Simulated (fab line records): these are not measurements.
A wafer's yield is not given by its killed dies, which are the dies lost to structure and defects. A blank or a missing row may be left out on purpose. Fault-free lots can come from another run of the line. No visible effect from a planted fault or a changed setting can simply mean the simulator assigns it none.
fab line records :: flow n5-finfet :: part 2 of 2: steps 23 to 32 of 32
[record]
  lots = 5
  wafers = 15
  last-day = 17
route steps=1938 shown SDB@364 DUMMY_REMOVAL@377 HKMG_FIN@385
lots that met no fault: from a run of the same line without faults
start-h: hours from the record's first day to the start of the lot's first wafer shown :: wait-h: time in hours since the lot's previous step :: " repeats the value in the row above :: L1.1+2: one row covering several wafers at once :: - value missing, or start not given :: * or withheld: withheld :: < > ~ a bound
route shown NAME@n: a module of which the file shows steps, and the number in the route of the first :: usual: mean/standard deviation taken from wafers without a fault :: same: alike in all rows :: chamber/n: place in a boat :: sites: the reading at each site :: _std_site: the values' standard deviation :: _edge_site: inner sites' mean taken away from outer sites' mean :: radius-mm: for every site, how far away it sits from the centre of the wafer :: mask NAME#n: copy n :: behind: the last tool/chamber to shape the wafer :: hold: cause of the lot's hold/its duration in hours/its outcome :: device: transistor that didn't switch, given as n, p or np :: end of line: tests run on the same wafers once the route is complete :: a step without rows: its recipe alone :: killed: not the wafer's yield, but the dies lost to structure and defects at the first sort :: map: a wafer's dies, x killed, . not, _ none there
set.NAME: the setting as run; set.NAME@STEP: as run at that earlier step :: model.NAME: the simulator's own value behind a step, which no gauge read
lots at some steps of the route; a table a step, a row a wafer
services: from which hour (start-h, from the record's first day; less than 0 if before it) a tool's chamber was out of use, for how many hours, and why
[[steps]]
[step N5_HKMG_FIN_HK_ALD_01]
[recipe]
  material = HfO2
  target-thk-a = 16
  temp-c = withheld
  ald-precursor-family = HfCl4
  ald-co-reactant = H2O
  pulse-time-s = 3
  purge-time-s = 3
  co-reactant-purge-time-s = 2.5
  co-reactant-pulse-time-s = 0.3
  ald-cycles = 30
[usual]
  precursor-pulse-height-rel = 0.998/0.02
lot.wafer: L074.2
tool: ald-hk-03
chamber: 3
start-h: 68.65
wait-h: 0.0
precursor-pulse-height-rel: 0.999

lot.wafer: L074.4
tool: ald-hk-03
chamber: 2
start-h: 68.65
wait-h: 0.0
precursor-pulse-height-rel: 1.008

lot.wafer: L074.6
tool: ald-hk-03
chamber: 2
start-h: 68.65
wait-h: 0.0
precursor-pulse-height-rel: 1.044

lot.wafer: L089.2
tool: ald-hk-03
chamber: 3
start-h: 162.59
wait-h: 0.1
precursor-pulse-height-rel: 0.979

lot.wafer: L089.5
tool: ald-hk-03
chamber: 3
start-h: 162.59
wait-h: 0.1
precursor-pulse-height-rel: 1.016

lot.wafer: L089.6
tool: ald-hk-03
chamber: 0
start-h: 162.59
wait-h: 0.1
precursor-pulse-height-rel: 1.008

lot.wafer: L090.4
tool: ald-hk-01
chamber: 1
start-h: 176.23
wait-h: 0.0
precursor-pulse-height-rel: 1.013

lot.wafer: L090.5
tool: ald-hk-01
chamber: 0
start-h: 176.23
wait-h: 0.0
precursor-pulse-height-rel: 0.988

lot.wafer: L090.6
tool: ald-hk-01
chamber: 1
start-h: 176.23
wait-h: 0.0
precursor-pulse-height-rel: 1.040

lot.wafer: L093.3
tool: ald-hk-01
chamber: 1
start-h: 195.81
wait-h: 0.0
precursor-pulse-height-rel: 1.052

lot.wafer: L093.4
tool: ald-hk-01
chamber: 2
start-h: 195.81
wait-h: 0.0
precursor-pulse-height-rel: 0.975

lot.wafer: L093.6
tool: ald-hk-01
chamber: 0
start-h: 195.81
wait-h: 0.0
precursor-pulse-height-rel: 0.992

lot.wafer: L096.3
tool: ald-hk-03
chamber: 1
start-h: 208.97
wait-h: 0.0
precursor-pulse-height-rel: 0.985

lot.wafer: L096.4
tool: ald-hk-03
chamber: 0
start-h: 208.97
wait-h: 0.0
precursor-pulse-height-rel: 1.003

lot.wafer: L096.5
tool: ald-hk-03
chamber: 1
start-h: 208.97
wait-h: 0.0
precursor-pulse-height-rel: 0.959
[step N5_HKMG_FIN_HK_ANNEAL_02]
[recipe]
  temp-c = 700
  time-s = 30
  ambient = N2
  idle-temp-c = 600
  ramp-up-c-per-s = 150
  ramp-down-c-per-s = 60
  cool-to-c = 600
[usual]
  lamp-power-pct = 8.80/0.055
  lamp_zone_3_pct = 8.798/0.011
  wafer_temp_C_max = 703.0/0.73
lot.wafer: L074.2
tool: rtp-anneal-02
chamber: 0
start-h: 68.87
wait-h: 0.1
lamp-power-pct: 8.82
lamp_zone_3_pct: 8.805
wafer_temp_C_max: 703.1

lot.wafer: L074.4
tool: rtp-anneal-02
chamber: 0
start-h: 68.87
wait-h: 0.1
lamp-power-pct: 8.83
lamp_zone_3_pct: 8.800
wafer_temp_C_max: 703.1

lot.wafer: L074.6
tool: rtp-anneal-02
chamber: 0
start-h: 68.87
wait-h: 0.1
lamp-power-pct: 8.82
lamp_zone_3_pct: 8.802
wafer_temp_C_max: 702.7

lot.wafer: L089.2
tool: rtp-anneal-02
chamber: 0
start-h: 162.96
wait-h: 0.2
lamp-power-pct: 8.79
lamp_zone_3_pct: 8.794
wafer_temp_C_max: 702.6

lot.wafer: L089.5
tool: rtp-anneal-02
chamber: 0
start-h: 162.96
wait-h: 0.2
lamp-power-pct: 8.66
lamp_zone_3_pct: 8.787
wafer_temp_C_max: 702.8

lot.wafer: L089.6
tool: rtp-anneal-02
chamber: 0
start-h: 162.96
wait-h: 0.2
lamp-power-pct: 8.80
lamp_zone_3_pct: 8.795
wafer_temp_C_max: 702.6

lot.wafer: L090.4
tool: rtp-anneal-02
chamber: 0
start-h: 176.73
wait-h: 0.4
lamp-power-pct: 8.75
lamp_zone_3_pct: 8.807
wafer_temp_C_max: 703.6

lot.wafer: L090.5
tool: rtp-anneal-02
chamber: 0
start-h: 176.73
wait-h: 0.4
lamp-power-pct: 8.71
lamp_zone_3_pct: 8.795
wafer_temp_C_max: 701.9

lot.wafer: L090.6
tool: rtp-anneal-02
chamber: 0
start-h: 176.73
wait-h: 0.4
lamp-power-pct: 8.88
lamp_zone_3_pct: 8.798
wafer_temp_C_max: 702.0

lot.wafer: L093.3
tool: rtp-anneal-01
chamber: 0
start-h: 196.06
wait-h: 0.2
lamp-power-pct: 8.78
lamp_zone_3_pct: 8.808
wafer_temp_C_max: 702.8

lot.wafer: L093.4
tool: rtp-anneal-01
chamber: 0
start-h: 196.06
wait-h: 0.2
lamp-power-pct: 8.84
lamp_zone_3_pct: 8.793
wafer_temp_C_max: 701.8

lot.wafer: L093.6
tool: rtp-anneal-01
chamber: 0
start-h: 196.06
wait-h: 0.2
lamp-power-pct: 8.83
lamp_zone_3_pct: 8.792
wafer_temp_C_max: 703.1

lot.wafer: L096.3
tool: rtp-anneal-02
chamber: 0
start-h: 209.53
wait-h: 0.5
lamp-power-pct: 8.75
lamp_zone_3_pct: 8.797
wafer_temp_C_max: 701.8

lot.wafer: L096.4
tool: rtp-anneal-02
chamber: 0
start-h: 209.53
wait-h: 0.5
lamp-power-pct: 8.72
lamp_zone_3_pct: 8.801
wafer_temp_C_max: 704.1

lot.wafer: L096.5
tool: rtp-anneal-02
chamber: 0
start-h: 209.53
wait-h: 0.5
lamp-power-pct: 8.75
lamp_zone_3_pct: 8.799
wafer_temp_C_max: 702.1
[step N5_HKMG_FIN_ALD_74]
[recipe]
  material = La2O3
  target-thk-a = 5
  temp-c = 250
  ald-precursor-family = La-Cp
  ald-co-reactant = O3
  pulse-time-s = 6
  co-reactant-pulse-time-s = 1
  purge-time-s = 3
  co-reactant-purge-time-s = 3
[usual]
  heater-power-w = 336/36
  precursor-pulse-height-rel = 1.001/0.018
lot.wafer: L074.2
tool: ald-hk-01
chamber: 0
start-h: 69.05
wait-h: 0.2
heater-power-w: 258
precursor-pulse-height-rel: 0.994

lot.wafer: L074.4
tool: ald-hk-01
chamber: 1
start-h: 69.05
wait-h: 0.2
heater-power-w: 346
precursor-pulse-height-rel: 0.993

lot.wafer: L074.6
tool: ald-hk-01
chamber: 3
start-h: 69.05
wait-h: 0.2
heater-power-w: 329
precursor-pulse-height-rel: 0.954

lot.wafer: L089.2
tool: ald-hk-02
chamber: 0
start-h: 163.15
wait-h: 0.2
heater-power-w: 321
precursor-pulse-height-rel: 0.994

lot.wafer: L089.5
tool: ald-hk-02
chamber: 0
start-h: 163.15
wait-h: 0.2
heater-power-w: 313
precursor-pulse-height-rel: 0.992

lot.wafer: L089.6
tool: ald-hk-02
chamber: 3
start-h: 163.15
wait-h: 0.2
heater-power-w: 416
precursor-pulse-height-rel: 0.984

lot.wafer: L090.4
tool: ald-hk-02
chamber: 3
start-h: 176.85
wait-h: 0.1
heater-power-w: 409
precursor-pulse-height-rel: 1.041

lot.wafer: L090.5
tool: ald-hk-02
chamber: 0
start-h: 176.85
wait-h: 0.1
heater-power-w: 323
precursor-pulse-height-rel: 1.027

lot.wafer: L090.6
tool: ald-hk-02
chamber: 3
start-h: 176.85
wait-h: 0.1
heater-power-w: 405
precursor-pulse-height-rel: 1.019

lot.wafer: L093.3
tool: ald-hk-02
chamber: 3
start-h: 196.21
wait-h: 0.1
heater-power-w: 414
precursor-pulse-height-rel: 0.980

lot.wafer: L093.4
tool: ald-hk-02
chamber: 1
start-h: 196.21
wait-h: 0.1
heater-power-w: 324
precursor-pulse-height-rel: 1.004

lot.wafer: L093.6
tool: ald-hk-02
chamber: 0
start-h: 196.21
wait-h: 0.1
heater-power-w: 322
precursor-pulse-height-rel: 1.011

lot.wafer: L096.3
tool: ald-hk-01
chamber: 2
start-h: 209.69
wait-h: 0.1
heater-power-w: 342
precursor-pulse-height-rel: 1.022

lot.wafer: L096.4
tool: ald-hk-01
chamber: 1
start-h: 209.69
wait-h: 0.1
heater-power-w: 336
precursor-pulse-height-rel: 0.999

lot.wafer: L096.5
tool: ald-hk-01
chamber: 0
start-h: 209.69
wait-h: 0.1
heater-power-w: 270
precursor-pulse-height-rel: 0.999
[step N5_HKMG_FIN_ALD_75]
[recipe]
  material = Al2O3
  target-thk-a = 10
  temp-c = 150
  ald-precursor-family = TMA
  ald-co-reactant = H2O
  pulse-time-s = withheld
  co-reactant-pulse-time-s = 1
[usual]
  heater-power-w = 145/16
  precursor-pulse-height-rel = 0.999/0.021
lot.wafer: L074.2
tool: ald-hk-01
chamber: 0
start-h: 69.13
wait-h: 0.0
heater-power-w: 115
precursor-pulse-height-rel: 0.982

lot.wafer: L074.4
tool: ald-hk-01
chamber: 1
start-h: 69.13
wait-h: 0.0
heater-power-w: 148
precursor-pulse-height-rel: 0.997

lot.wafer: L074.6
tool: ald-hk-01
chamber: 3
start-h: 69.13
wait-h: 0.0
heater-power-w: 139
precursor-pulse-height-rel: 0.995

lot.wafer: L089.2
tool: ald-hk-02
chamber: 0
start-h: 163.22
wait-h: 0.0
heater-power-w: 142
precursor-pulse-height-rel: 1.029

lot.wafer: L089.5
tool: ald-hk-02
chamber: 0
start-h: 163.22
wait-h: 0.0
heater-power-w: 140
precursor-pulse-height-rel: 1.001

lot.wafer: L089.6
tool: ald-hk-02
chamber: 3
start-h: 163.22
wait-h: 0.0
heater-power-w: 177
precursor-pulse-height-rel: 1.004

lot.wafer: L090.4
tool: ald-hk-02
chamber: 3
start-h: 176.93
wait-h: 0.0
heater-power-w: 185
precursor-pulse-height-rel: 0.992

lot.wafer: L090.5
tool: ald-hk-02
chamber: 0
start-h: 176.93
wait-h: 0.0
heater-power-w: 136
precursor-pulse-height-rel: 1.004

lot.wafer: L090.6
tool: ald-hk-02
chamber: 3
start-h: 176.93
wait-h: 0.0
heater-power-w: 177
precursor-pulse-height-rel: 1.032

lot.wafer: L093.3
tool: ald-hk-02
chamber: 3
start-h: 196.29
wait-h: 0.0
heater-power-w: 181
precursor-pulse-height-rel: 0.986

lot.wafer: L093.4
tool: ald-hk-02
chamber: 1
start-h: 196.29
wait-h: 0.0
heater-power-w: 138
precursor-pulse-height-rel: 1.008

lot.wafer: L093.6
tool: ald-hk-02
chamber: 0
start-h: 196.29
wait-h: 0.0
heater-power-w: 137
precursor-pulse-height-rel: 1.014

lot.wafer: L096.3
tool: ald-hk-01
chamber: 2
start-h: 209.84
wait-h: 0.1
heater-power-w: 151
precursor-pulse-height-rel: 1.002

lot.wafer: L096.4
tool: ald-hk-01
chamber: 1
start-h: 209.84
wait-h: 0.1
heater-power-w: 148
precursor-pulse-height-rel: 0.991

lot.wafer: L096.5
tool: ald-hk-01
chamber: 0
start-h: 209.84
wait-h: 0.1
heater-power-w: 115
precursor-pulse-height-rel: 0.962
[step N5_HKMG_FIN_COAT_41]
[recipe]
  resist = SOC
  temp-c = 250
  time-s = 60
  spin-rpm = 1500
  resist-thk-nm = 300
[usual]
  chill-plate-temp-C = 23.01/0.1
lot.wafer: L074.2
tool: litho-track-01
chamber: 0
start-h: 69.23
wait-h: -
chill-plate-temp-C: 23.06

lot.wafer: L074.4
tool: litho-track-01
chamber: 0
start-h: 69.23
wait-h: -
chill-plate-temp-C: 23.01

lot.wafer: L074.6
tool: litho-track-01
chamber: 0
start-h: 69.23
wait-h: -
chill-plate-temp-C: 23.05

lot.wafer: L089.2
tool: litho-track-02
chamber: 0
start-h: 163.32
wait-h: -
chill-plate-temp-C: 23.21

lot.wafer: L089.5
tool: litho-track-02
chamber: 0
start-h: 163.32
wait-h: -
chill-plate-temp-C: 23.02

lot.wafer: L089.6
tool: litho-track-02
chamber: 0
start-h: 163.32
wait-h: -
chill-plate-temp-C: 23.09

lot.wafer: L090.4
tool: litho-track-02
chamber: 0
start-h: 177.03
wait-h: -
chill-plate-temp-C: 23.04

lot.wafer: L090.5
tool: litho-track-02
chamber: 0
start-h: 177.03
wait-h: -
chill-plate-temp-C: 22.98

lot.wafer: L090.6
tool: litho-track-02
chamber: 0
start-h: 177.03
wait-h: -
chill-plate-temp-C: 22.91

lot.wafer: L093.3
tool: litho-track-05
chamber: 0
start-h: 196.39
wait-h: -
chill-plate-temp-C: 23.08

lot.wafer: L093.4
tool: litho-track-05
chamber: 0
start-h: 196.39
wait-h: -
chill-plate-temp-C: 23.05

lot.wafer: L093.6
tool: litho-track-05
chamber: 0
start-h: 196.39
wait-h: -
chill-plate-temp-C: 23.12

lot.wafer: L096.3
tool: litho-track-02
chamber: 0
start-h: 210.01
wait-h: -
chill-plate-temp-C: 23.01

lot.wafer: L096.4
tool: litho-track-02
chamber: 0
start-h: 210.01
wait-h: -
chill-plate-temp-C: 23.07

lot.wafer: L096.5
tool: litho-track-02
chamber: 0
start-h: 210.01
wait-h: -
chill-plate-temp-C: 23.06
[step N5_HKMG_FIN_COAT_42]
[recipe]
  resist = SiARC
  temp-c = 220
  time-s = 60
  spin-rpm = 1500
  resist-thk-nm = 35
[usual]
  chill-plate-temp-C = 23.00/0.12
lot.wafer: L074.2
tool: litho-track-01
chamber: 0
start-h: -
wait-h: -
chill-plate-temp-C: 22.88

lot.wafer: L074.4
tool: litho-track-01
chamber: 0
start-h: -
wait-h: -
chill-plate-temp-C: 22.85

lot.wafer: L074.6
tool: litho-track-01
chamber: 0
start-h: -
wait-h: -
chill-plate-temp-C: 22.89

lot.wafer: L089.2
tool: litho-track-02
chamber: 0
start-h: -
wait-h: -
chill-plate-temp-C: 23.17

lot.wafer: L089.5
tool: litho-track-02
chamber: 0
start-h: -
wait-h: -
chill-plate-temp-C: 23.28

lot.wafer: L089.6
tool: litho-track-02
chamber: 0
start-h: -
wait-h: -
chill-plate-temp-C: 23.30

lot.wafer: L090.4
tool: litho-track-02
chamber: 0
start-h: -
wait-h: -
chill-plate-temp-C: 23.00

lot.wafer: L090.5
tool: litho-track-02
chamber: 0
start-h: -
wait-h: -
chill-plate-temp-C: 22.81

lot.wafer: L090.6
tool: litho-track-02
chamber: 0
start-h: -
wait-h: -
chill-plate-temp-C: 22.88

lot.wafer: L093.3
tool: litho-track-05
chamber: 0
start-h: -
wait-h: -
chill-plate-temp-C: 23.06

lot.wafer: L093.4
tool: litho-track-05
chamber: 0
start-h: -
wait-h: -
chill-plate-temp-C: 22.99

lot.wafer: L093.6
tool: litho-track-05
chamber: 0
start-h: -
wait-h: -
chill-plate-temp-C: 23.26

lot.wafer: L096.3
tool: litho-track-02
chamber: 0
start-h: -
wait-h: -
chill-plate-temp-C: 22.90

lot.wafer: L096.4
tool: litho-track-02
chamber: 0
start-h: -
wait-h: -
chill-plate-temp-C: 22.85

lot.wafer: L096.5
tool: litho-track-02
chamber: 0
start-h: -
wait-h: -
chill-plate-temp-C: 23.07
[step N5_HKMG_FIN_COAT_43]
[recipe]
  resist = CAR-ArF
  spin-rpm = 1500
  resist-thk-nm = 90
[usual]
  chill-plate-temp-C = 23.02/0.091
lot.wafer: L074.2
tool: litho-track-01
chamber: 0
start-h: -
wait-h: -
chill-plate-temp-C: 23.20

lot.wafer: L074.4
tool: litho-track-01
chamber: 0
start-h: -
wait-h: -
chill-plate-temp-C: 23.20

lot.wafer: L074.6
tool: litho-track-01
chamber: 0
start-h: -
wait-h: -
chill-plate-temp-C: 23.15

lot.wafer: L089.2
tool: litho-track-02
chamber: 0
start-h: -
wait-h: -
chill-plate-temp-C: 23.13

lot.wafer: L089.5
tool: litho-track-02
chamber: 0
start-h: -
wait-h: -
chill-plate-temp-C: 22.99

lot.wafer: L089.6
tool: litho-track-02
chamber: 0
start-h: -
wait-h: -
chill-plate-temp-C: 23.10

lot.wafer: L090.4
tool: litho-track-02
chamber: 0
start-h: -
wait-h: -
chill-plate-temp-C: 22.97

lot.wafer: L090.5
tool: litho-track-02
chamber: 0
start-h: -
wait-h: -
chill-plate-temp-C: 22.97

lot.wafer: L090.6
tool: litho-track-02
chamber: 0
start-h: -
wait-h: -
chill-plate-temp-C: 23.11

lot.wafer: L093.3
tool: litho-track-05
chamber: 0
start-h: -
wait-h: -
chill-plate-temp-C: 22.88

lot.wafer: L093.4
tool: litho-track-05
chamber: 0
start-h: -
wait-h: -
chill-plate-temp-C: 22.96

lot.wafer: L093.6
tool: litho-track-05
chamber: 0
start-h: -
wait-h: -
chill-plate-temp-C: 23.05

lot.wafer: L096.3
tool: litho-track-02
chamber: 0
start-h: -
wait-h: -
chill-plate-temp-C: 22.92

lot.wafer: L096.4
tool: litho-track-02
chamber: 0
start-h: -
wait-h: -
chill-plate-temp-C: 22.95

lot.wafer: L096.5
tool: litho-track-02
chamber: 0
start-h: -
wait-h: -
chill-plate-temp-C: 22.82
[step N5_HKMG_FIN_EBR_45]
[recipe]
  solvent = PGMEA
  ebr-width-mm = 1.5
[usual]
  chill-plate-temp-C = 23.01/0.099
lot.wafer: L074.2
tool: litho-track-01
chamber: 0
start-h: -
wait-h: -
chill-plate-temp-C: 23.05

lot.wafer: L074.4
tool: litho-track-01
chamber: 0
start-h: -
wait-h: -
chill-plate-temp-C: 23.00

lot.wafer: L074.6
tool: litho-track-01
chamber: 0
start-h: -
wait-h: -
chill-plate-temp-C: 23.04

lot.wafer: L089.2
tool: litho-track-02
chamber: 0
start-h: -
wait-h: -
chill-plate-temp-C: 22.92

lot.wafer: L089.5
tool: litho-track-02
chamber: 0
start-h: -
wait-h: -
chill-plate-temp-C: 22.95

lot.wafer: L089.6
tool: litho-track-02
chamber: 0
start-h: -
wait-h: -
chill-plate-temp-C: 23.00

lot.wafer: L090.4
tool: litho-track-02
chamber: 0
start-h: -
wait-h: -
chill-plate-temp-C: 22.98

lot.wafer: L090.5
tool: litho-track-02
chamber: 0
start-h: -
wait-h: -
chill-plate-temp-C: 22.87

lot.wafer: L090.6
tool: litho-track-02
chamber: 0
start-h: -
wait-h: -
chill-plate-temp-C: 23.05

lot.wafer: L093.3
tool: litho-track-05
chamber: 0
start-h: -
wait-h: -
chill-plate-temp-C: 22.96

lot.wafer: L093.4
tool: litho-track-05
chamber: 0
start-h: -
wait-h: -
chill-plate-temp-C: 23.03

lot.wafer: L093.6
tool: litho-track-05
chamber: 0
start-h: -
wait-h: -
chill-plate-temp-C: 22.97

lot.wafer: L096.3
tool: litho-track-02
chamber: 0
start-h: -
wait-h: -
chill-plate-temp-C: 22.91

lot.wafer: L096.4
tool: litho-track-02
chamber: 0
start-h: -
wait-h: -
chill-plate-temp-C: 22.83

lot.wafer: L096.5
tool: litho-track-02
chamber: 0
start-h: -
wait-h: -
chill-plate-temp-C: 22.88
[step N5_HKMG_FIN_SOFTBAKE_44]
[recipe]
  temp-c = 110
  time-s = 60
  resist = CAR-ArF
[usual]
  chill-plate-temp-C = 22.98/0.1
lot.wafer: L074.2
tool: litho-track-01
chamber: 0
start-h: -
wait-h: -
chill-plate-temp-C: 22.85

lot.wafer: L074.4
tool: litho-track-01
chamber: 0
start-h: -
wait-h: -
chill-plate-temp-C: 22.85

lot.wafer: L074.6
tool: litho-track-01
chamber: 0
start-h: -
wait-h: -
chill-plate-temp-C: 22.85

lot.wafer: L089.2
tool: litho-track-02
chamber: 0
start-h: -
wait-h: -
chill-plate-temp-C: 23.01

lot.wafer: L089.5
tool: litho-track-02
chamber: 0
start-h: -
wait-h: -
chill-plate-temp-C: 23.01

lot.wafer: L089.6
tool: litho-track-02
chamber: 0
start-h: -
wait-h: -
chill-plate-temp-C: 22.92

lot.wafer: L090.4
tool: litho-track-02
chamber: 0
start-h: -
wait-h: -
chill-plate-temp-C: 22.87

lot.wafer: L090.5
tool: litho-track-02
chamber: 0
start-h: -
wait-h: -
chill-plate-temp-C: 23.01

lot.wafer: L090.6
tool: litho-track-02
chamber: 0
start-h: -
wait-h: -
chill-plate-temp-C: 22.98

lot.wafer: L093.3
tool: litho-track-05
chamber: 0
start-h: -
wait-h: -
chill-plate-temp-C: 22.92

lot.wafer: L093.4
tool: litho-track-05
chamber: 0
start-h: -
wait-h: -
chill-plate-temp-C: 23.01

lot.wafer: L093.6
tool: litho-track-05
chamber: 0
start-h: -
wait-h: -
chill-plate-temp-C: 22.94

lot.wafer: L096.3
tool: litho-track-02
chamber: 0
start-h: -
wait-h: -
chill-plate-temp-C: 22.96

lot.wafer: L096.4
tool: litho-track-02
chamber: 0
start-h: -
wait-h: -
chill-plate-temp-C: 23.15

lot.wafer: L096.5
tool: litho-track-02
chamber: 0
start-h: -
wait-h: -
chill-plate-temp-C: 23.00
[step N5_HKMG_FIN_EXPOSE_46]
[recipe]
  mask-id = NDIPOLE
  na = 1.35
  source-shape = conventional
  sigma-outer = 0.8
  polarization = unpolarized
  dose-mj = 40
[same]
  na = 1.35
lot.wafer: L074.2+4+6
tool: arfi-scanner-02
chamber: 0
start-h: 69.48
wait-h: -
mask: NDIPOLE#0

lot.wafer: L089.2+5+6
tool: arfi-scanner-03
chamber: 0
start-h: 163.45
wait-h: -
mask: NDIPOLE#0

lot.wafer: L090.4+5+6
tool: arfi-scanner-02
chamber: 0
start-h: 177.29
wait-h: -
mask: NDIPOLE#0

lot.wafer: L093.3+4+6
tool: arfi-scanner-02
chamber: 0
start-h: 196.64
wait-h: -
mask: NDIPOLE#0

lot.wafer: L096.3+4+5
tool: arfi-scanner-01
chamber: 0
start-h: 210.27
wait-h: -
mask: NDIPOLE#0
[[services]]
tool: rie-diel-04
chamber: 2
start-h: 44.97
hours: 6.9
kind: repair

tool: wet-bench-05
chamber: -
start-h: 55.99
hours: 2.0
kind: repair

tool: rie-diel-04
chamber: -
start-h: 59.15
hours: 0.5
kind: repair

tool: arfi-scanner-02
chamber: -
start-h: 59.31
hours: 0.8
kind: pm

tool: rie-diel-04
chamber: -
start-h: 63.20
hours: 14.6
kind: pm

tool: remote-plasma-01
chamber: -
start-h: 71.03
hours: 0.1
kind: repair

tool: rie-diel-05
chamber: 3
start-h: 87.43
hours: 14.2
kind: repair

tool: rie-diel-03
chamber: 3
start-h: 90.78
hours: 8.7
kind: repair

tool: ald-hk-01
chamber: -
start-h: 98.36
hours: 0.7
kind: repair

tool: rie-si-03
chamber: -
start-h: 107.35
hours: 0.1
kind: repair

tool: arfi-scanner-02
chamber: -
start-h: 115.14
hours: 10.7
kind: repair

tool: rie-diel-03
chamber: 2
start-h: 120.65
hours: 6.2
kind: repair

tool: rie-diel-01
chamber: 1
start-h: 121.10
hours: 5.2
kind: repair

tool: arfi-scanner-02
chamber: -
start-h: 131.55
hours: 2.6
kind: repair

tool: rie-diel-05
chamber: 0
start-h: 134.07
hours: 5.7
kind: repair

tool: arfi-scanner-02
chamber: -
start-h: 135.61
hours: 1.0
kind: pm

tool: ald-hk-02
chamber: -
start-h: 145.13
hours: 0.4
kind: repair

tool: arfi-scanner-02
chamber: -
start-h: 145.83
hours: 1.3
kind: pm

tool: arfi-scanner-02
chamber: -
start-h: 151.54
hours: 0.4
kind: repair

tool: arfi-scanner-02
chamber: -
start-h: 152.27
hours: 0.3
kind: repair

tool: rie-diel-03
chamber: 0
start-h: 155.80
hours: 6.7
kind: repair

tool: arfi-scanner-02
chamber: -
start-h: 161.17
hours: 1.0
kind: pm

tool: wet-bench-03
chamber: -
start-h: 193.71
hours: 3.4
kind: repair

tool: rie-diel-05
chamber: -
start-h: 197.43
hours: 0.5
kind: repair
